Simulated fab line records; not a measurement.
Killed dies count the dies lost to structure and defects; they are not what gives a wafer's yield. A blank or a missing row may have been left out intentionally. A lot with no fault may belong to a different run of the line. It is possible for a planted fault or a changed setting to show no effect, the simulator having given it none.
Matching of chambers :: flow n5_finfet :: N5_FIN_SAQP_ETCH_69 on rie_diel-03 has 4 sister chambers
The step etches SOC in N2/H2, stops on SiNx, target depth 150 nm. 36 wafers are shown with their chamber, then 12 later ones without.

## WAFERS PAIRED WITH THEIR CHAMBERS
wafer: L074.2
chamber: 2
drypump_motor_current_A (A): 5.8
showerhead_plenum_p_Torr (Torr): 2.43
throttle_valve_pct (%): 17.89

wafer: L074.3
chamber: 0
drypump_motor_current_A (A): 6.3
showerhead_plenum_p_Torr (Torr): 2.65
throttle_valve_pct (%): 18.01

wafer: L074.5
chamber: 0
drypump_motor_current_A (A): 6.3
showerhead_plenum_p_Torr (Torr): 2.65
throttle_valve_pct (%): 18.01

wafer: L077.2
chamber: 2
drypump_motor_current_A (A): 5.8
showerhead_plenum_p_Torr (Torr): 2.43
throttle_valve_pct (%): 17.90

wafer: L077.5
chamber: 2
drypump_motor_current_A (A): 5.8
showerhead_plenum_p_Torr (Torr): 2.43
throttle_valve_pct (%): 17.89

wafer: L077.6
chamber: 3
drypump_motor_current_A (A): 5.8
showerhead_plenum_p_Torr (Torr): 2.60
throttle_valve_pct (%): 18.02

wafer: L079.1
chamber: 1
drypump_motor_current_A (A): 4.8
showerhead_plenum_p_Torr (Torr): 2.47
throttle_valve_pct (%): 17.32

wafer: L079.2
chamber: 2
drypump_motor_current_A (A): 5.8
showerhead_plenum_p_Torr (Torr): 2.43
throttle_valve_pct (%): 17.90

wafer: L079.5
chamber: 0
drypump_motor_current_A (A): 6.3
showerhead_plenum_p_Torr (Torr): 2.64
throttle_valve_pct (%): 18.05

wafer: L080.2
chamber: 1
drypump_motor_current_A (A): 4.9
showerhead_plenum_p_Torr (Torr): 2.47
throttle_valve_pct (%): 17.31

wafer: L080.3
chamber: 3
drypump_motor_current_A (A): 5.8
showerhead_plenum_p_Torr (Torr): 2.60
throttle_valve_pct (%): 18.05

wafer: L080.4
chamber: 0
drypump_motor_current_A (A): 6.3
showerhead_plenum_p_Torr (Torr): 2.64
throttle_valve_pct (%): 18.05

wafer: L081.2
chamber: 2
drypump_motor_current_A (A): 5.8
showerhead_plenum_p_Torr (Torr): 2.43
throttle_valve_pct (%): 17.91

wafer: L081.4
chamber: 3
drypump_motor_current_A (A): 5.8
showerhead_plenum_p_Torr (Torr): 2.60
throttle_valve_pct (%): 18.03

wafer: L081.5
chamber: 1
drypump_motor_current_A (A): 4.9
showerhead_plenum_p_Torr (Torr): 2.47
throttle_valve_pct (%): 17.31

wafer: L083.1
chamber: 2
drypump_motor_current_A (A): 5.8
showerhead_plenum_p_Torr (Torr): 2.43
throttle_valve_pct (%): 17.92

wafer: L083.2
chamber: 3
drypump_motor_current_A (A): 5.8
showerhead_plenum_p_Torr (Torr): 2.60
throttle_valve_pct (%): 18.06

wafer: L083.3
chamber: 0
drypump_motor_current_A (A): 6.3
showerhead_plenum_p_Torr (Torr): 2.64
throttle_valve_pct (%): 18.06

wafer: L084.2
chamber: 3
drypump_motor_current_A (A): 5.8
showerhead_plenum_p_Torr (Torr): 2.60
throttle_valve_pct (%): 18.06

wafer: L084.5
chamber: 0
drypump_motor_current_A (A): 6.2
showerhead_plenum_p_Torr (Torr): 2.64
throttle_valve_pct (%): 18.05

wafer: L084.6
chamber: 1
drypump_motor_current_A (A): 4.8
showerhead_plenum_p_Torr (Torr): 2.47
throttle_valve_pct (%): 17.31

wafer: L087.1
chamber: 1
drypump_motor_current_A (A): 4.8
showerhead_plenum_p_Torr (Torr): 2.46
throttle_valve_pct (%): 17.34

wafer: L087.3
chamber: 0
drypump_motor_current_A (A): 6.3
showerhead_plenum_p_Torr (Torr): 2.64
throttle_valve_pct (%): 18.05

wafer: L087.5
chamber: 3
drypump_motor_current_A (A): 5.8
showerhead_plenum_p_Torr (Torr): 2.59
throttle_valve_pct (%): 18.06

wafer: L088.1
chamber: 1
drypump_motor_current_A (A): 4.9
showerhead_plenum_p_Torr (Torr): 2.46
throttle_valve_pct (%): 17.34

wafer: L088.2
chamber: 3
drypump_motor_current_A (A): 5.8
showerhead_plenum_p_Torr (Torr): 2.59
throttle_valve_pct (%): 18.06

wafer: L088.4
chamber: 0
drypump_motor_current_A (A): 6.3
showerhead_plenum_p_Torr (Torr): 2.64
throttle_valve_pct (%): 18.06

wafer: L089.2
chamber: 0
drypump_motor_current_A (A): 6.3
showerhead_plenum_p_Torr (Torr): 2.63
throttle_valve_pct (%): 18.08

wafer: L089.3
chamber: 1
drypump_motor_current_A (A): 4.8
showerhead_plenum_p_Torr (Torr): 2.46
throttle_valve_pct (%): 17.34

wafer: L089.5
chamber: 1
drypump_motor_current_A (A): 4.8
showerhead_plenum_p_Torr (Torr): 2.46
throttle_valve_pct (%): 17.35

wafer: L090.2
chamber: 0
drypump_motor_current_A (A): 6.2
showerhead_plenum_p_Torr (Torr): 2.63
throttle_valve_pct (%): 18.08

wafer: L090.3
chamber: 1
drypump_motor_current_A (A): 4.8
showerhead_plenum_p_Torr (Torr): 2.46
throttle_valve_pct (%): 17.37

wafer: L090.4
chamber: 1
drypump_motor_current_A (A): 4.8
showerhead_plenum_p_Torr (Torr): 2.46
throttle_valve_pct (%): 17.35

wafer: L092.1
chamber: 2
drypump_motor_current_A (A): 5.8
showerhead_plenum_p_Torr (Torr): 2.42
throttle_valve_pct (%): 17.95

wafer: L092.2
chamber: 1
drypump_motor_current_A (A): 4.8
showerhead_plenum_p_Torr (Torr): 2.46
throttle_valve_pct (%): 17.37

wafer: L092.5
chamber: 1
drypump_motor_current_A (A): 4.8
showerhead_plenum_p_Torr (Torr): 2.46
throttle_valve_pct (%): 17.35

SIGNATURES (means of the wafers above)
reading: drypump_motor_current_A
chamber 0: 6.280
chamber 1: 4.825
chamber 2: 5.800
chamber 3: 5.800
scatter within a chamber: 0.0347

reading: showerhead_plenum_p_Torr
chamber 0: 2.6400
chamber 1: 2.4633
chamber 2: 2.4286
chamber 3: 2.5971
scatter within a chamber: 0.00529

reading: throttle_valve_pct
chamber 0: 18.0500
chamber 1: 17.3383
chamber 2: 17.9086
chamber 3: 18.0486
scatter within a chamber: 0.0215
Rule: a wafer lies at a distance from a chamber equal to the root of the sum of squares, over the readings, of (its reading less the chamber's mean, divided by the reading's scatter). If the next closest chamber is less than 2 further off than the closest, the wafer can't be placed; otherwise it belongs to the closest. How the scatter is found: for the shown wafers, subtract from each reading the mean of its chamber, square and add these, divide the total by (wafers less chambers), then take the root.

## WAFERS WITHOUT THEIR CHAMBER
wafer: L093.4
drypump_motor_current_A (A): 6.3
showerhead_plenum_p_Torr (Torr): 2.63
throttle_valve_pct (%): 18.10

wafer: L093.5
drypump_motor_current_A (A): 5.8
showerhead_plenum_p_Torr (Torr): 2.42
throttle_valve_pct (%): 17.97

wafer: L093.6
drypump_motor_current_A (A): 5.8
showerhead_plenum_p_Torr (Torr): 2.59
throttle_valve_pct (%): 17.66

wafer: L095.1
drypump_motor_current_A (A): 5.8
showerhead_plenum_p_Torr (Torr): 2.41
throttle_valve_pct (%): 17.97

wafer: L095.4
drypump_motor_current_A (A): 4.9
showerhead_plenum_p_Torr (Torr): 2.46
throttle_valve_pct (%): 17.37

wafer: L095.5
drypump_motor_current_A (A): 5.8
showerhead_plenum_p_Torr (Torr): 2.59
throttle_valve_pct (%): 17.65

wafer: L096.1
drypump_motor_current_A (A): 6.2
showerhead_plenum_p_Torr (Torr): 2.63
throttle_valve_pct (%): 18.10

wafer: L096.2
drypump_motor_current_A (A): 4.8
showerhead_plenum_p_Torr (Torr): 2.46
throttle_valve_pct (%): 17.37

wafer: L096.6
drypump_motor_current_A (A): 5.8
showerhead_plenum_p_Torr (Torr): 2.41
throttle_valve_pct (%): 17.96

wafer: L097.1
drypump_motor_current_A (A): 6.3
showerhead_plenum_p_Torr (Torr): 2.63
throttle_valve_pct (%): 18.10

wafer: L097.3
drypump_motor_current_A (A): 5.8
showerhead_plenum_p_Torr (Torr): 2.41
throttle_valve_pct (%): 17.97

wafer: L097.5
drypump_motor_current_A (A): 4.9
showerhead_plenum_p_Torr (Torr): 2.46
throttle_valve_pct (%): 17.39

## CHAMBER TAKEN BY EACH
wafer: L093.4
from the rows above: 0
in truth: 0

wafer: L093.5
from the rows above: 2
in truth: 2

wafer: L093.6
from the rows above: 3
in truth: 3

wafer: L095.1
from the rows above: 2
in truth: 2

wafer: L095.4
from the rows above: 1
in truth: 1

wafer: L095.5
from the rows above: 3
in truth: 3

wafer: L096.1
from the rows above: 0
in truth: 0

wafer: L096.2
from the rows above: 1
in truth: 1

wafer: L096.6
from the rows above: 2
in truth: 2

wafer: L097.1
from the rows above: 0
in truth: 0

wafer: L097.3
from the rows above: 2
in truth: 2

wafer: L097.5
from the rows above: 1
in truth: 1
12 of 12 placed correctly. Left unplaced by these rows: 0. 0 placed wrongly.
